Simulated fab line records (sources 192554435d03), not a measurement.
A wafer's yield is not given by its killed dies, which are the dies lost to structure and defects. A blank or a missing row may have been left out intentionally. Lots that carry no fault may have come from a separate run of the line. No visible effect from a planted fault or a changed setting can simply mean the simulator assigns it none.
Split-lot experiment + flow n5-finfet + on a route of 1938 steps: 7 lots, 39 wafers read

== ABOUT THE SPLIT ==
At N5_HKMG_FIN_ETCH_35 (etches SOC in N2/H2, target depth 215.8 nm, time 243.4 s), the setting bias-w was moved away from the recipe's 5 W on 15 of the 39 wafers read, by -14.0% to +18.7%. This setting was run at the recipe's value on the other wafers.

The split's own step is where the reading is taken.

== THE READING ==
rf-vpp-V, in V, at N5_HKMG_FIN_ETCH_35 (etches SOC in N2/H2, target depth 215.8 nm, time 243.4 s). Fault-free wafers of this fab line usually give 141.5 V, standard deviation 1.1 V.

| wafer  | tool, chamber at the split | bias-w as run, W | against the recipe | rf-vpp-V, V | against lot-mates on the recipe |
|--------|----------------------------|------------------|--------------------|-------------|---------------------------------|
| L076.1 | rie-diel-02, 0             | 5.774            | +15.5%             | 154.3       | +12.1                           |
| L076.2 | rie-diel-02, 1             | 5.774            | +15.5%             | 155.3       | +13.1                           |
| L076.3 | rie-diel-02, 3             | 5.774            | +15.5%             | 156.0       | +13.8                           |
| L076.4 | rie-diel-02, 2             | 5                | recipe             | 142.9       | -                               |
| L076.5 | rie-diel-02, 0             | 5                | recipe             | 141.6       | -                               |
| L076.6 | rie-diel-02, 1             | 5                | recipe             | 142.2       | -                               |
| L086.1 | rie-diel-02, 3             | 5                | recipe             | 141.5       | -                               |
| L086.2 | rie-diel-02, 0             | 5                | recipe             | 140.9       | -                               |
| L086.3 | rie-diel-02, 2             | 5.535            | +10.7%             | 152.1       | +11.0                           |
| L086.4 | rie-diel-02, 1             | 5                | recipe             | 141.0       | -                               |
| L086.5 | rie-diel-02, 3             | 5.535            | +10.7%             | 151.5       | +10.4                           |
| L086.6 | rie-diel-02, 2             | 5.535            | +10.7%             | 152.6       | +11.5                           |
| L087.1 | rie-diel-04, 2             | 5                | recipe             | 141.0       | -                               |
| L087.2 | rie-diel-04, 1             | 5                | recipe             | 141.9       | -                               |
| L087.3 | rie-diel-04, 3             | 5                | recipe             | 141.2       | -                               |
| L087.4 | rie-diel-04, 0             | 5.937            | +18.7%             | 156.8       | +15.4                           |
| L087.5 | rie-diel-04, 1             | 5.937            | +18.7%             | 159.7       | +18.3                           |
| L087.6 | rie-diel-04, 2             | 5.937            | +18.7%             | 160.6       | +19.2                           |
| L089.1 | rie-diel-05, 3             | 5                | recipe             | 143.0       | -                               |
| L089.2 | rie-diel-05, 2             | 5                | recipe             | 143.2       | -                               |
| L089.3 | rie-diel-05, 0             | 5                | recipe             | 143.3       | -                               |
| L089.4 | rie-diel-05, 1             | 5                | recipe             | 141.0       | -                               |
| L089.5 | rie-diel-05, 3             | 5                | recipe             | 143.5       | -                               |
| L089.6 | rie-diel-05, 2             | 5                | recipe             | 141.6       | -                               |
| L092.2 | rie-diel-02, 1             | 5                | recipe             | 140.8       | -                               |
| L092.3 | rie-diel-02, 0             | 5                | recipe             | 140.9       | -                               |
| L092.4 | rie-diel-02, 3             | 5                | recipe             | 143.3       | -                               |
| L094.1 | rie-diel-05, 3             | 5                | recipe             | 142.3       | -                               |
| L094.2 | rie-diel-05, 0             | 5                | recipe             | 142.5       | -                               |
| L094.3 | rie-diel-05, 2             | 5.378            | +7.6%              | 148.4       | +6.2                            |
| L094.4 | rie-diel-05, 1             | 5.378            | +7.6%              | 147.5       | +5.3                            |
| L094.5 | rie-diel-05, 0             | 5                | recipe             | 141.8       | -                               |
| L094.6 | rie-diel-05, 1             | 5.378            | +7.6%              | 146.8       | +4.6                            |
| L095.1 | rie-diel-02, 3             | 4.301            | -14.0%             | 127.0       | -14.0                           |
| L095.2 | rie-diel-02, 2             | 4.301            | -14.0%             | 128.6       | -12.4                           |
| L095.3 | rie-diel-02, 1             | 4.301            | -14.0%             | 128.5       | -12.5                           |
| L095.4 | rie-diel-02, 0             | 5                | recipe             | 140.1       | -                               |
| L095.5 | rie-diel-02, 0             | 5                | recipe             | 140.3       | -                               |
| L095.6 | rie-diel-02, 1             | 5                | recipe             | 142.5       | -                               |

FIT RESULTS
A straight line over all 39 wafers: rf-vpp-V changes by +0.922 V for each +1% of bias-w; r = +0.99; the points scatter about the line by 1.1 V.
The same after taking each lot's own level away (the mean of its wafers on the recipe; 39 wafers): +0.912 V for each +1%; r = +0.99; scatter 1.1 V.
The reading moves by 17 V for the largest change in bias-w, on that fit.
Across the lots, their own levels run from 140.97 to 142.60 V, a range of 1.5 times the standard deviation given above.
Hence the lot-to-lot level has little effect on the slope; both slopes agree.
Check: +17.2 V against its lot-mates is what the line predicts for one of the wafers moved furthest among these (+18.7%) when that wafer is left out of the fit. It came out at +15.4 V against them.
Tool readings at the split's step, against how far the setting was moved: rf-vpp-V r = +0.99.

== OTHER SPLITS ON THESE WAFERS ==
Note: prior to the reading, these wafers also went through further splits. Each is held against what the fit with the lots' levels taken away leaves over:
| other split on the same wafers       | wafers away from the commonest value | r with rf-vpp-V (lot level and that fit taken away) |
|--------------------------------------|--------------------------------------|-----------------------------------------------------|
| N5_DUMMY_GATE_HM_DEP_06 target-thk-a | 18                                   | -0.12                                               |
| N5_DUMMY_GATE_ETCH_37 source-w       | 12                                   | -0.04                                               |
| N5_DUMMY_GATE_ETCH_32 time-s         | 12                                   | +0.24                                               |
| N5_HKMG_FIN_ETCH_54 bias-w           | 12                                   | +0.02                                               |

== THE WHOLE CHAIN: every reading that the file lists as answering this split, in the file's order ==
| step                | what it does                                             | reading                                                                         | change (the file's fit)               | r (the file's) |
|---------------------|----------------------------------------------------------|---------------------------------------------------------------------------------|---------------------------------------|----------------|
| N5_HKMG_FIN_ETCH_35 | etches SOC in N2/H2, target depth 215.8 nm, time 243.4 s | rf-vpp-V                                                                        | +0.909 V for each +1% of the setting  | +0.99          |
| N5_HKMG_FIN_ETCH_35 | etches SOC in N2/H2, target depth 215.8 nm, time 243.4 s | SOC_of_HKMG_FIN_COAT_29.thk-nm (the simulator's own value, which no gauge read) | -0.992 nm for each +1% of the setting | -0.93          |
| N5_HKMG_FIN_ETCH_35 | etches SOC in N2/H2, target depth 215.8 nm, time 243.4 s | etch.depth-nm (the simulator's own value, which no gauge read)                  | +0.977 nm for each +1% of the setting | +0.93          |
| N5_HKMG_FIN_ETCH_35 | etches SOC in N2/H2, target depth 215.8 nm, time 243.4 s | HKMG_FIN.feature-depth-nm (the simulator's own value, which no gauge read)      | +0.977 nm for each +1% of the setting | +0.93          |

== FILE'S OWN FIT ==
rf-vpp-V changes by +0.909 V for each +1% of bias-w, r = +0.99.
